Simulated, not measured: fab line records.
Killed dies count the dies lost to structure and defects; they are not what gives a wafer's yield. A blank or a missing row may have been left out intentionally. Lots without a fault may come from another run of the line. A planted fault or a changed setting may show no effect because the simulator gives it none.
fab line records || flow n5_finfet
record: {"lots": 7, "wafers": 39}
route steps=1938 shown MIM_BOT_ETCH@1866
start_h: start of the lot's first displayed wafer, in hours after the record's first day || wait_h: hours elapsed since this lot's preceding step || " same as the row above || L1.1+2: a single row standing in for several wafers || - no value, or no start given || * or withheld: withheld || < > ~ a bound
route shown NAME@n: names a module that has steps shown in the file, with the first one's number in the route || usual: mean/standard deviation of fault-free wafers || same: alike in all rows || chamber/n: place in a boat || sites: per-site readings || _std_site: standard deviation of those values || _edge_site: the outer-site mean with the inner-site mean subtracted || radius_mm: how far each site lies from the wafer's centre || mask NAME#n: copy n || behind: the last tool/chamber to shape the wafer || hold: the reason the lot was held/the length of the hold in hours/how it ended || device: transistor that didn't switch, given as n, p or np || end of line: at the end of the route, the tests of the same wafers || a step without rows: its recipe alone || killed: count of dies lost to structure and defects at first sort (not the wafer's yield) || map: dies across one wafer; x = killed, . = not, _ = none there
set.NAME: setting as actually run; set.NAME@STEP: the setting as run at that earlier step || model.NAME: the simulator's own value behind a step, which no gauge read
lots where settings were altered on purpose, with a table for each step and a row for each wafer
== steps ==
step: N5_MIM_BOT_ETCH_ETCH_04
recipe: {"chemistry": "CF4/O2", "target": "SiNx", "target_depth_a": 260, "time_s": 13, "ion_energy_ev": 100, "pressure_mtorr": 40, "source_w": 535, "bias_w": 49, "Ar_flow_sccm": 100, "cf4_flow_sccm": 100, "O2_flow_sccm": 10}
{"lot.wafer": "L077.1", "tool": "rie_diel-01", "chamber": 0, "start_h": 290.03, "wait_h": 0.0, "set.time_s": 7.943, "model.etch.depth_nm": 16.22, "model.MIM_BOT_ETCH.cd_offset_nm": 0.6}
{"lot.wafer": "L077.2", "tool": "rie_diel-01", "chamber": 1, "start_h": 290.03, "wait_h": 0.0, "set.time_s": 13, "model.etch.depth_nm": 25.69, "model.MIM_BOT_ETCH.cd_offset_nm": 0}
{"lot.wafer": "L077.3", "tool": "rie_diel-01", "chamber": 3, "start_h": 290.03, "wait_h": 0.0, "set.time_s": 13, "model.etch.depth_nm": 26.53, "model.MIM_BOT_ETCH.cd_offset_nm": 0}
{"lot.wafer": "L077.4", "tool": "rie_diel-01", "chamber": 2, "start_h": 290.03, "wait_h": 0.0, "set.time_s": 7.943, "model.etch.depth_nm": 16, "model.MIM_BOT_ETCH.cd_offset_nm": 0.4}
{"lot.wafer": "L077.5", "tool": "rie_diel-01", "chamber": 3, "start_h": 290.03, "wait_h": 0.0, "set.time_s": 13, "model.etch.depth_nm": 26.79, "model.MIM_BOT_ETCH.cd_offset_nm": 0}
{"lot.wafer": "L077.6", "tool": "rie_diel-01", "chamber": 2, "start_h": 290.03, "wait_h": 0.0, "set.time_s": 7.943, "model.etch.depth_nm": 15.93, "model.MIM_BOT_ETCH.cd_offset_nm": 0.4}
{"lot.wafer": "L083.1", "tool": "rie_diel-06", "chamber": 2, "start_h": 328.06, "wait_h": 0.0, "set.time_s": 13, "model.etch.depth_nm": 26.56, "model.MIM_BOT_ETCH.cd_offset_nm": 0}
{"lot.wafer": "L083.2", "tool": "rie_diel-06", "chamber": 0, "start_h": 328.06, "wait_h": 0.0, "set.time_s": 17.06, "model.etch.depth_nm": 35.61, "model.MIM_BOT_ETCH.cd_offset_nm": -0.6}
{"lot.wafer": "L083.3", "tool": "rie_diel-06", "chamber": 3, "start_h": 328.06, "wait_h": 0.0, "set.time_s": 13, "model.etch.depth_nm": 27.1, "model.MIM_BOT_ETCH.cd_offset_nm": 0}
{"lot.wafer": "L083.4", "tool": "rie_diel-06", "chamber": 1, "start_h": 328.06, "wait_h": 0.0, "set.time_s": 13, "model.etch.depth_nm": 26.22, "model.MIM_BOT_ETCH.cd_offset_nm": 0}
{"lot.wafer": "L083.5", "tool": "rie_diel-06", "chamber": 2, "start_h": 328.06, "wait_h": 0.0, "set.time_s": 17.06, "model.etch.depth_nm": 34.71, "model.MIM_BOT_ETCH.cd_offset_nm": -0.4}
{"lot.wafer": "L083.6", "tool": "rie_diel-06", "chamber": 1, "start_h": 328.06, "wait_h": 0.0, "set.time_s": 17.06, "model.etch.depth_nm": 34.33, "model.MIM_BOT_ETCH.cd_offset_nm": -0.4}
{"lot.wafer": "L086.1", "tool": "rie_diel-01", "chamber": 1, "start_h": 355.22, "wait_h": 0.0, "set.time_s": 13, "model.etch.depth_nm": 25.4, "model.MIM_BOT_ETCH.cd_offset_nm": -0.2}
{"lot.wafer": "L086.2", "tool": "rie_diel-01", "chamber": 2, "start_h": 355.22, "wait_h": 0.0, "set.time_s": 13, "model.etch.depth_nm": 26.31, "model.MIM_BOT_ETCH.cd_offset_nm": 0}
{"lot.wafer": "L086.3", "tool": "rie_diel-01", "chamber": 3, "start_h": 355.22, "wait_h": 0.0, "set.time_s": 13, "model.etch.depth_nm": 26.79, "model.MIM_BOT_ETCH.cd_offset_nm": 0}
{"lot.wafer": "L086.4", "tool": "rie_diel-01", "chamber": 0, "start_h": 355.22, "wait_h": 0.0, "set.time_s": 13, "model.etch.depth_nm": 26.42, "model.MIM_BOT_ETCH.cd_offset_nm": 0}
{"lot.wafer": "L086.5", "tool": "rie_diel-01", "chamber": 3, "start_h": 355.22, "wait_h": 0.0, "set.time_s": 13, "model.etch.depth_nm": 26.92, "model.MIM_BOT_ETCH.cd_offset_nm": 0}
{"lot.wafer": "L086.6", "tool": "rie_diel-01", "chamber": 2, "start_h": 355.22, "wait_h": 0.0, "set.time_s": 13, "model.etch.depth_nm": 26.28, "model.MIM_BOT_ETCH.cd_offset_nm": 0}
{"lot.wafer": "L092.1", "tool": "rie_diel-06", "chamber": 1, "start_h": 359.62, "wait_h": 0.0, "set.time_s": 13, "model.etch.depth_nm": 25.62, "model.MIM_BOT_ETCH.cd_offset_nm": 0}
{"lot.wafer": "L092.2", "tool": "rie_diel-06", "chamber": 3, "start_h": 359.62, "wait_h": 0.0, "set.time_s": 13, "model.etch.depth_nm": 26.72, "model.MIM_BOT_ETCH.cd_offset_nm": 0}
{"lot.wafer": "L092.3", "tool": "rie_diel-06", "chamber": 2, "start_h": 359.62, "wait_h": 0.0, "set.time_s": 13, "model.etch.depth_nm": 26.05, "model.MIM_BOT_ETCH.cd_offset_nm": 0}
{"lot.wafer": "L092.4", "tool": "rie_diel-06", "chamber": 0, "start_h": 359.62, "wait_h": 0.0, "set.time_s": 18.67, "model.etch.depth_nm": 38.56, "model.MIM_BOT_ETCH.cd_offset_nm": -0.8}
{"lot.wafer": "L092.5", "tool": "rie_diel-06", "chamber": 1, "start_h": 359.62, "wait_h": 0.0, "set.time_s": 18.67, "model.etch.depth_nm": 36.77, "model.MIM_BOT_ETCH.cd_offset_nm": -0.4}
{"lot.wafer": "L092.6", "tool": "rie_diel-06", "chamber": 2, "start_h": 359.62, "wait_h": 0.0, "set.time_s": 18.67, "model.etch.depth_nm": 37.3, "model.MIM_BOT_ETCH.cd_offset_nm": -0.6}
{"lot.wafer": "L090.1", "tool": "rie_diel-06", "chamber": 3, "start_h": 364.17, "wait_h": 0.0, "set.time_s": 17.39, "model.etch.depth_nm": 35.38, "model.MIM_BOT_ETCH.cd_offset_nm": -0.4}
{"lot.wafer": "L090.2", "tool": "rie_diel-06", "chamber": 0, "start_h": 364.17, "wait_h": 0.0, "set.time_s": 13, "model.etch.depth_nm": 26.37, "model.MIM_BOT_ETCH.cd_offset_nm": -0.2}
{"lot.wafer": "L090.3", "tool": "rie_diel-06", "chamber": 2, "start_h": 364.17, "wait_h": 0.0, "set.time_s": 13, "model.etch.depth_nm": 26.07, "model.MIM_BOT_ETCH.cd_offset_nm": 0.2}
{"lot.wafer": "L090.4", "tool": "rie_diel-06", "chamber": 1, "start_h": 364.17, "wait_h": 0.0, "set.time_s": 13, "model.etch.depth_nm": 25.48, "model.MIM_BOT_ETCH.cd_offset_nm": 0.2}
{"lot.wafer": "L090.5", "tool": "rie_diel-06", "chamber": 3, "start_h": 364.17, "wait_h": 0.0, "set.time_s": 17.39, "model.etch.depth_nm": 35.39, "model.MIM_BOT_ETCH.cd_offset_nm": -0.4}
{"lot.wafer": "L090.6", "tool": "rie_diel-06", "chamber": 0, "start_h": 364.17, "wait_h": 0.0, "set.time_s": 17.39, "model.etch.depth_nm": 35.51, "model.MIM_BOT_ETCH.cd_offset_nm": -0.6}
{"lot.wafer": "L094.1", "tool": "rie_diel-02", "chamber": 3, "start_h": 395.25, "wait_h": 0.0, "set.time_s": 7.827, "model.etch.depth_nm": 15.42, "model.MIM_BOT_ETCH.cd_offset_nm": 0.4}
{"lot.wafer": "L094.2", "tool": "rie_diel-02", "chamber": 2, "start_h": 395.25, "wait_h": 0.0, "set.time_s": 13, "model.etch.depth_nm": 25.87, "model.MIM_BOT_ETCH.cd_offset_nm": 0.2}
{"lot.wafer": "L094.3", "tool": "rie_diel-02", "chamber": 0, "start_h": 395.25, "wait_h": 0.0, "set.time_s": 13, "model.etch.depth_nm": 25.68, "model.MIM_BOT_ETCH.cd_offset_nm": 0}
{"lot.wafer": "L094.4", "tool": "rie_diel-02", "chamber": 1, "start_h": 395.25, "wait_h": 0.0, "set.time_s": 7.827, "model.etch.depth_nm": 15.57, "model.MIM_BOT_ETCH.cd_offset_nm": 0.4}
{"lot.wafer": "L094.5", "tool": "rie_diel-02", "chamber": 3, "start_h": 395.25, "wait_h": 0.0, "set.time_s": 13, "model.etch.depth_nm": 25.47, "model.MIM_BOT_ETCH.cd_offset_nm": 0}
{"lot.wafer": "L094.6", "tool": "rie_diel-02", "chamber": 0, "start_h": 395.25, "wait_h": 0.0, "set.time_s": 7.827, "model.etch.depth_nm": 15.33, "model.MIM_BOT_ETCH.cd_offset_nm": 0.4}
{"lot.wafer": "L096.3", "tool": "rie_diel-02", "chamber": 1, "start_h": 409.27, "wait_h": 0.0, "set.time_s": 13, "model.etch.depth_nm": 25.88, "model.MIM_BOT_ETCH.cd_offset_nm": 0}
{"lot.wafer": "L096.4", "tool": "rie_diel-02", "chamber": 3, "start_h": 409.27, "wait_h": 0.0, "set.time_s": 13, "model.etch.depth_nm": 25.83, "model.MIM_BOT_ETCH.cd_offset_nm": 0}
{"lot.wafer": "L096.5", "tool": "rie_diel-02", "chamber": 2, "start_h": 409.27, "wait_h": 0.0, "set.time_s": 13, "model.etch.depth_nm": 25.97, "model.MIM_BOT_ETCH.cd_offset_nm": 0}
== key ==
split: {"step": "N5_MIM_BOT_ETCH_ETCH_04", "setting": "time_s", "stated": 13, "by": "wafer"}
response: {"step": "N5_MIM_BOT_ETCH_ETCH_04", "reading": "model.etch.depth_nm", "change": "+0.265", "per": "1%", "r": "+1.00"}
response: {"step": "N5_MIM_BOT_ETCH_ETCH_04", "reading": "model.MIM_BOT_ETCH.cd_offset_nm", "change": -0.0127, "per": "1%", "r": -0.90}
